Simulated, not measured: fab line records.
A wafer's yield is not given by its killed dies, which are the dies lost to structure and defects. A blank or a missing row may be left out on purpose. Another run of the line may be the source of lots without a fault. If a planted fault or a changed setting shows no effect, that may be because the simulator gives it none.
Comparing a struck lot with a sound one -- flow n5_finfet -- 26 steps out of a route of 1938
Sound: wafers L992.1, L992.3, L992.6. The struck wafers were L999.2, L999.5, L999.6. Last of all comes the cause.
For every step that has rows: the tool of each side, followed by ch and its chambers, followed by its first start. Under that, the readings that differ: sound wafers -- struck wafers -- difference of the means -- sigmas: that difference in standard deviations of wafers without a fault.
alike: same words and numbers on both sides, and readings whose means sit less than 2 such deviations apart. not compared: any withheld reading, any reading some wafer has no value for, any bound like >300 that may hide the same value, and any number with overlapping values for which the record gives no deviation.
Wherever a step has rows on one side only, a row that says differs or no value, or a row with sigmas, the two part there. Non-overlapping numbers with no deviation appear without sigmas and do not part them. A reading that every wafer of one side lacks parts them only if that side has two wafers or more.

N5_BEOL_M6_ETCH_62: etches SOC in N2/H2, target depth 110 nm, overetch 22 nm, time 165 s.
  sound on rie_diel-01 ch 0,1, day 9 09:56; struck on rie_diel-01 ch 0,3, day 11 14:38
reading,sound,struck,difference,sigmas
drypump_motor_current_A (A),5.2 5.5 5.2,6.4 5.2 6.4,+0.7,+2
  alike: oes_product_au, rf_fwd_power_W, rf_vpp_V, showerhead_plenum_p_Torr, throttle_valve_pct
  not compared: rf_hours_counter_h
then, 1 step without rows for these wafers: N5_BEOL_M6_STRIP_68 (strips in N2/H2).
N5_BEOL_M6_STRIP_67: strips in CF4.
  sound on rie_diel-01 ch 0,1, day 9 10:05; struck on rie_diel-01 ch 0,3, day 11 14:47
reading,sound,struck,difference,sigmas
drypump_motor_current_A (A),5.2 5.5 5.2,6.4 5.2 6.4,+0.7,+2
  alike: oes_product_au, rf_vpp_V, showerhead_plenum_p_Torr, throttle_valve_pct
  not compared: rf_hours_counter_h
N5_BEOL_M6_HM_OPEN_17: chemistry Cl2/BCl3, target TiN, target depth 20 nm, overetch 6 nm.
  sound on rie_metal-01 ch 0,1, day 9 10:07; struck on rie_metal-01 ch 0,1, day 11 14:49
  alike: drypump_motor_current_A, oes_product_au, rf_fwd_power_W, throttle_valve_pct
  not compared: rf_hours_counter_h
then, 1 step without rows for these wafers: N5_BEOL_M6_STRIP_19 (strips in O2).
N5_BEOL_M6_CD_MEAS_18: pitch 80 nm, target cd 40 nm.
  sound: cd_sem-01 at day 9 10:18; struck: cd_sem-02 at day 11 15:00
  alike: cd_nm
then, 6 steps without rows for these wafers: N5_BEOL_M6_COAT_63 (time 60 s, resist thk 60 nm); N5_BEOL_M6_COAT_64 (time 60 s, resist thk 12 nm); N5_BEOL_M6_COAT_71 (time 60 s, resist thk 5 nm); N5_BEOL_M6_COAT_22 (resist thk 30 nm); N5_BEOL_M6_EBR_24; N5_BEOL_M6_SOFTBAKE_23 (time 60 s).
N5_BEOL_M6_EXPOSE_25: exposes mask V5, target cd 40 nm.
  sound on euv_scanner-02 ch 0, day 9 14:04; struck on euv_scanner-02 ch 0, day 11 15:21
reading,sound,struck,difference,sigmas
exposure_dose_mJ_cm2,44.97 44.98 44.96,46.55 46.52 46.56,+1.57,+7
  alike: mask
then, 2 steps without rows for these wafers: N5_BEOL_M6_PEB_26 (peb time 60 s); N5_BEOL_M6_DEVELOP_27 (develop time 30 s).
N5_BEOL_M6_CD_MEAS_28 targets a cd of 40 nm.
  sound on cd_sem-03 ch 0, day 9 14:12; struck on cd_sem-03 ch 0, day 11 15:29
reading,sound,struck,difference,sigmas
cd_nm (nm),39.97 40.05 40.14,41.11 40.91 41.33,+1.06,+5
N5_BEOL_M6_OVL_MEAS_29:
  sound on overlay-01 ch 0, day 9 14:14; struck on overlay-02 ch 0, day 11 15:31
  alike: V5_OVL
N5_BEOL_M6_INSPECT_30: inspects for defects (brightfield).
  sound: defect_inspect-01 at day 9 14:17; struck: defect_inspect-01 at day 11 15:34
  alike: raw_defect_count
N5_BEOL_M6_DESCUM_33: chemistry O2, time 7 s.
  sound on rie_diel-06 ch 1,2,3, day 9 14:19; struck on rie_diel-01 ch 0,3, day 11 15:41
reading,sound,struck,difference,sigmas
model.BEOL_M6.cd_nm (nm),40.2 40.2 40.2,41 41 41,+1,
  alike: drypump_motor_current_A, oes_product_au, rf_fwd_power_W, rf_vpp_V, showerhead_plenum_p_Torr, throttle_valve_pct
  not compared: rf_hours_counter_h
then, 1 step without rows for these wafers: N5_BEOL_M6_ETCH_72 (etches underlayer in N2/H2, target depth 6.5 nm, time 5.2 s).
N5_BEOL_M6_ETCH_65: etches SiARC in CF4, target depth 15.6 nm, time 26 s.
  sound on rie_diel-06 ch 1,2,3, day 9 14:22; struck on rie_diel-01 ch 0,3, day 11 15:45
  alike: drypump_motor_current_A, etch_rf_on_time_s, oes_product_au, rf_fwd_power_W, rf_vpp_V, showerhead_plenum_p_Torr, throttle_valve_pct
  not compared: rf_hours_counter_h
N5_BEOL_M6_ETCH_66: etches SOC in N2/H2, target depth 80 nm, overetch 16 nm, time 120 s.
  sound on rie_diel-06 ch 1,2,3, day 9 14:24; struck on rie_diel-01 ch 0,3, day 11 15:46
  alike: drypump_motor_current_A, oes_product_au, rf_fwd_power_W, rf_vpp_V, showerhead_plenum_p_Torr, throttle_valve_pct
  not compared: rf_hours_counter_h
then, 2 steps without rows for these wafers: N5_BEOL_M6_STRIP_69 (strips in N2/H2); N5_BEOL_M6_STRIP_73 (strips in N2/H2).
N5_BEOL_M6_VIA_ETCH_34: etches SiCOH lowk in C4F6/O2, target depth 126.3 nm, time 50.9 s.
  sound on rie_diel-06 ch 1,2,3, day 9 14:30; struck on rie_diel-01 ch 0,3, day 11 15:52
reading,sound,struck,difference,sigmas
model.BEOL_M6.cd_nm (nm),40.2 40.2 40.2,40.8 41 40.8,+0.7,
  alike: O2_flow_sccm, drypump_motor_current_A, oes_product_au, rf_fwd_power_W, rf_vpp_V, showerhead_plenum_p_Torr, throttle_valve_pct
  not compared: rf_hours_counter_h
then, 1 step without rows for these wafers: N5_BEOL_M6_STRIP_76 (strips in C4F6/O2).

== WHERE THEY PART ==
At N5_BEOL_M6_ETCH_62 first; at N5_BEOL_M6_CD_MEAS_28 last (within this record only). Later steps at which nothing parts them and some readings are alike: N5_BEOL_M6_OVL_MEAS_29, N5_BEOL_M6_INSPECT_30, N5_BEOL_M6_DESCUM_33, N5_BEOL_M6_ETCH_65, N5_BEOL_M6_ETCH_66, N5_BEOL_M6_VIA_ETCH_34.

WHY: the cause the simulator had injected
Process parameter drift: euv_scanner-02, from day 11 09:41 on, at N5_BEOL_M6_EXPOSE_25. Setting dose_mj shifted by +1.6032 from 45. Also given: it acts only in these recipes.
